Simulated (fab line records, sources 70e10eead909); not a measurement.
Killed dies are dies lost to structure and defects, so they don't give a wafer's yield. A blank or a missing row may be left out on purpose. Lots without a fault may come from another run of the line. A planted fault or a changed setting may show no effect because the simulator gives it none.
Which tool did it? | flow nand_harc | 24 lots, 72 wafers sampled, at 4 steps of a route of 1302

WHAT THE GAUGES READ, wafer by wafer
NHARC_A_CONTACT_CD_MEAS_08: target cd 200 nm. Usual: cd_nm 199.9 nm, standard deviation 0.45.
lot  | measured     | on        | cd_nm (nm)        | flag
L075 | day 21 11:52 | cd_sem-02 | 199.5 200.1 199.9 |
L076 | day 21 22:52 | cd_sem-03 | 199.6 199.6 200.1 |
L077 | day 22 00:02 | cd_sem-02 | 199.2 199.5 199.0 |
L074 | day 22 02:02 | cd_sem-03 | 200.2 200.3 200.0 |
L078 | day 23 07:12 | cd_sem-02 | 199.8 200.5 200.3 |
L080 | day 23 09:47 | cd_sem-02 | 200.0 200.0 199.2 |
L079 | day 23 11:20 | cd_sem-03 | 200.5 200.1 199.4 |
L081 | day 24 18:51 | cd_sem-02 | 200.3 200.7 200.3 |
L082 | day 24 19:17 | cd_sem-03 | 199.5 199.7 200.0 |
L083 | day 25 10:58 | cd_sem-01 | 199.2 199.2 199.4 |
L084 | day 25 12:17 | cd_sem-03 | 200.1 200.0 199.8 |
L085 | day 25 15:50 | cd_sem-02 | 200.1 199.8 199.5 |
L086 | day 25 22:05 | cd_sem-02 | 200.6 200.7 200.2 |
L087 | day 26 05:04 | cd_sem-02 | 200.2 200.5 199.7 |
L088 | day 26 23:39 | cd_sem-01 | 199.5 199.5 200.0 |
L089 | day 27 08:58 | cd_sem-03 | 200.4 199.7 199.9 |
L090 | day 27 17:15 | cd_sem-02 | 199.8 199.9 200.1 |
L091 | day 27 20:25 | cd_sem-03 | 200.0 199.7 199.9 |
L093 | day 28 12:37 | cd_sem-02 | 199.2 199.7 199.1 |
L092 | day 28 13:21 | cd_sem-01 | 199.6 200.2 200.7 |
L095 | day 29 18:33 | cd_sem-03 | 199.2 199.5 199.5 |
L094 | day 29 19:38 | cd_sem-02 | 199.9 200.3 199.3 |
L097 | day 30 19:40 | cd_sem-02 | 199.6 199.5 200.2 |
L096 | day 31 01:17 | cd_sem-01 | 199.2 199.4 199.1 |

WHICH TOOL RAN EACH LOT (tool, then ch and the chambers of the sampled wafers, then the start)
lot  | NHARC_A_CONTACT_ETCH_132             | NHARC_A_CONTACT_ETCH_97                       | NHARC_A_CONTACT_DEP_84
L075 | har_cap_etch-03 ch 0,1, day 21 07:04 | rie_diel-03 ch 0,2,3, day 21 09:26 or earlier | acl_dep-01 ch 0, day 21 09:26
L076 | har_cap_etch-02 ch 0, day 21 18:17   | rie_diel-07 ch 0,2,3, day 21 20:23 or earlier | acl_dep-01 ch 0, day 21 20:23
L077 | har_cap_etch-03 ch 0,1, day 21 19:39 | rie_diel-07 ch 0,1,3, day 21 22:16 or earlier | acl_dep-02 ch 0, day 21 22:16
L074 | har_cap_etch-02 ch 0,1, day 21 21:29 | rie_diel-07 ch 0,2,3, day 22 00:08 or earlier | acl_dep-03 ch 0, day 22 00:08
L078 | har_cap_etch-03 ch 0,1, day 23 02:25 | rie_diel-03 ch 1,2,3, day 23 04:44 or earlier | acl_dep-03 ch 0, day 23 04:44
L080 | har_cap_etch-01 ch 0,1, day 23 04:00 | rie_diel-03 ch 0,3, day 23 07:53 or earlier   | acl_dep-02 ch 0, day 23 07:53
L079 | har_cap_etch-02 ch 0,1, day 23 06:24 | rie_diel-07 ch 0,1, day 23 09:02 or earlier   | acl_dep-02 ch 0, day 23 09:02
L081 | har_cap_etch-02 ch 1, day 24 09:50   | rie_diel-03 ch 0,1, day 24 16:24 or earlier   | acl_dep-02 ch 0, day 24 16:24
L082 | har_cap_etch-03 ch 0,1, day 24 11:01 | rie_diel-07 ch 0,2,3, day 24 17:13 or earlier | acl_dep-03 ch 0, day 24 17:13
L083 | har_cap_etch-03 ch 0,1, day 25 02:08 | rie_diel-03 ch 0,1,2, day 25 08:37 or earlier | acl_dep-01 ch 0, day 25 08:37
L084 | har_cap_etch-02 ch 0,1, day 25 03:17 | rie_diel-03 ch 0,1,2, day 25 09:50 or earlier | acl_dep-03 ch 0, day 25 09:50
L085 | har_cap_etch-03 ch 1, day 25 06:03   | rie_diel-07 ch 0,2,3, day 25 13:38 or earlier | acl_dep-03 ch 0, day 25 13:38
L086 | har_cap_etch-01 ch 0,1, day 25 17:29 | rie_diel-07 ch 0,1,2, day 25 19:37 or earlier | acl_dep-02 ch 0, day 25 19:37
L087 | har_cap_etch-03 ch 0,1, day 25 22:11 | rie_diel-05 ch 0,1,3, day 26 02:45 or earlier | acl_dep-03 ch 0, day 26 02:45
L088 | har_cap_etch-03 ch 0,1, day 26 18:26 | rie_diel-07 ch 2,3, day 26 21:43 or earlier   | acl_dep-01 ch 0, day 26 21:43
L089 | har_cap_etch-01 ch 0,1, day 27 01:02 | rie_diel-03 ch 1,2,3, day 27 06:37 or earlier | acl_dep-01 ch 0, day 27 06:37
L090 | har_cap_etch-01 ch 0,1, day 27 10:35 | rie_diel-07 ch 2,3, day 27 14:46 or earlier   | acl_dep-01 ch 0, day 27 14:46
L091 | har_cap_etch-02 ch 0,1, day 27 15:41 | rie_diel-05 ch 0,1,3, day 27 17:58 or earlier | acl_dep-02 ch 0, day 27 17:58
L093 | har_cap_etch-03 ch 0,1, day 28 05:24 | rie_diel-05 ch 0,1,2, day 28 10:25 or earlier | acl_dep-01 ch 0, day 28 10:25
L092 | har_cap_etch-01 ch 0,1, day 28 07:23 | rie_diel-07 ch 0,3, day 28 10:53 or earlier   | acl_dep-02 ch 0, day 28 10:53
L095 | har_cap_etch-03 ch 0, day 29 14:06   | rie_diel-07 ch 0,1,3, day 29 16:29 or earlier | acl_dep-01 ch 0, day 29 16:29
L094 | har_cap_etch-01 ch 0,1, day 29 15:09 | rie_diel-07 ch 0,1, day 29 17:17 or earlier   | acl_dep-02 ch 0, day 29 17:17
L097 | har_cap_etch-02 ch 1, day 30 14:03   | rie_diel-07 ch 0,2,3, day 30 17:19 or earlier | acl_dep-02 ch 0, day 30 17:19
L096 | har_cap_etch-01 ch 0,1, day 30 19:11 | rie_diel-03 ch 1,2,3, day 30 22:57 or earlier | acl_dep-02 ch 0, day 30 22:57
- NHARC_A_CONTACT_ETCH_132: etches the open film in C4F8/O2/Ar, time 197 s, target depth 1924 nm.
- NHARC_A_CONTACT_ETCH_97: etches the open film in C4F6/O2, target depth 20 nm, time 10 s.
- NHARC_A_CONTACT_DEP_84: deposits aC, target thk 2800 nm.

WHAT THE TOOLS THEMSELVES READ (means of the sampled wafers that have a number; where no wafer has one, the mark that the record gives instead)
NHARC_A_CONTACT_ETCH_97. Usual: drypump_motor_current_A 5.7 A, standard deviation 0.36; oes_product_au 0.957 a.u., standard deviation 0.024; rf_vpp_V 547 V, standard deviation 4.3; showerhead_plenum_p_Torr 3.95 Torr, standard deviation 0.2; throttle_valve_pct 26.903 %, standard deviation 0.0089.
lot  | tool        | drypump_motor_current_A (A) | oes_product_au (a.u.) | rf_vpp_V (V) | showerhead_plenum_p_Torr (Torr) | throttle_valve_pct (%) | flag
L075 | rie_diel-03 | 5.4                         | 0.996                 | 549          | 4.04                            | 26.903                 |
L076 | rie_diel-07 | 5.8                         | 0.942                 | 547          | 3.92                            | 26.895                 |
L077 | rie_diel-07 | 5.8                         | 0.946                 | 547          | 3.94                            | 26.902                 |
L074 | rie_diel-07 | 5.9                         | 0.947                 | 547          | 3.92                            | 26.897                 |
L078 | rie_diel-03 | 5.7                         | 1.007                 | 548          | 4.02                            | 26.898                 |
L080 | rie_diel-03 | 5.8                         | 0.938                 | 550          | 4.06                            | 26.897                 |
L079 | rie_diel-07 | 5.9                         | 0.945                 | 550          | 4.01                            | 26.908                 |
L081 | rie_diel-03 | 5.7                         | 0.939                 | 543          | 3.73                            | 26.908                 |
L082 | rie_diel-07 | 5.8                         | 0.952                 | 546          | 3.91                            | 26.900                 |
L083 | rie_diel-03 | 5.4                         | 0.957                 | 545          | 3.86                            | 26.911                 |
L084 | rie_diel-03 | 5.4                         | 0.951                 | 546          | 3.86                            | 26.902                 |
L085 | rie_diel-07 | 5.8                         | 0.966                 | 546          | 3.91                            | 26.904                 |
L086 | rie_diel-07 | 6.0                         | 1.006                 | 548          | 3.98                            | 26.912                 |
L087 | rie_diel-05 | 5.6                         | 0.952                 | 550          | 4.08                            | 26.905                 |
L088 | rie_diel-07 | 5.9                         | 0.946                 | 543          | 3.78                            | 26.904                 |
L089 | rie_diel-03 | 5.7                         | 0.940                 | 549          | 4.00                            | 26.907                 |
L090 | rie_diel-07 | 5.7                         | 0.998                 | 542          | 3.72                            | 26.900                 |
L091 | rie_diel-05 | 5.6                         | 0.957                 | 552          | 4.08                            | 26.905                 |
L093 | rie_diel-05 | 5.9                         | 0.999                 | 551          | 4.11                            | 26.897                 |
L092 | rie_diel-07 | 5.8                         | 0.946                 | 548          | 4.02                            | 26.895                 |
L095 | rie_diel-07 | 5.8                         | 0.937                 | 547          | 3.92                            | 26.898                 |
L094 | rie_diel-07 | 5.9                         | 0.933                 | 550          | 4.10                            | 26.899                 |
L097 | rie_diel-07 | 5.8                         | 0.943                 | 546          | 3.89                            | 26.898                 |
L096 | rie_diel-03 | 5.7                         | 0.935                 | 548          | 3.98                            | 26.909                 |

NHARC_A_CONTACT_DEP_84. Usual: throttle_valve_pct 35.000 %, standard deviation 0.0093.
lot  | tool       | throttle_valve_pct (%) | flag
L075 | acl_dep-01 | 35.005                 |
L076 | acl_dep-01 | 34.994                 |
L077 | acl_dep-02 | 35.002                 |
L074 | acl_dep-03 | 34.999                 |
L078 | acl_dep-03 | 35.004                 |
L080 | acl_dep-02 | 35.001                 |
L079 | acl_dep-02 | 34.993                 |
L081 | acl_dep-02 | 35.001                 |
L082 | acl_dep-03 | 34.990                 |
L083 | acl_dep-01 | 35.000                 |
L084 | acl_dep-03 | 34.998                 |
L085 | acl_dep-03 | 35.001                 |
L086 | acl_dep-02 | 34.996                 |
L087 | acl_dep-03 | 35.010                 |
L088 | acl_dep-01 | 34.993                 |
L089 | acl_dep-01 | 35.010                 |
L090 | acl_dep-01 | 35.007                 |
L091 | acl_dep-02 | 35.000                 |
L093 | acl_dep-01 | 35.004                 |
L092 | acl_dep-02 | 34.990                 |
L095 | acl_dep-01 | 35.001                 |
L094 | acl_dep-02 | 34.995                 |
L097 | acl_dep-02 | 35.003                 |
L096 | acl_dep-02 | 35.007                 |

THE ANSWER, worked out from the rows above alone
Rule: a lot is off if the mean of its wafers that have a number lies more than 3 standard deviations from the usual mean. A lot without any number at a reading at which 4 lots or more have one is off too. The other lots that the step has rows for count as sound. The gauges are gone through in route order, then the tools' own readings, and for those a lot's mean is taken as printed above. The first step at which some lot is off is used, and at that step the reading that is off furthest; a lot without a number counts as furthest.
No lot is off at any reading shown: from this, nothing can be told.

WHAT THE SIMULATOR HAD PUT IN
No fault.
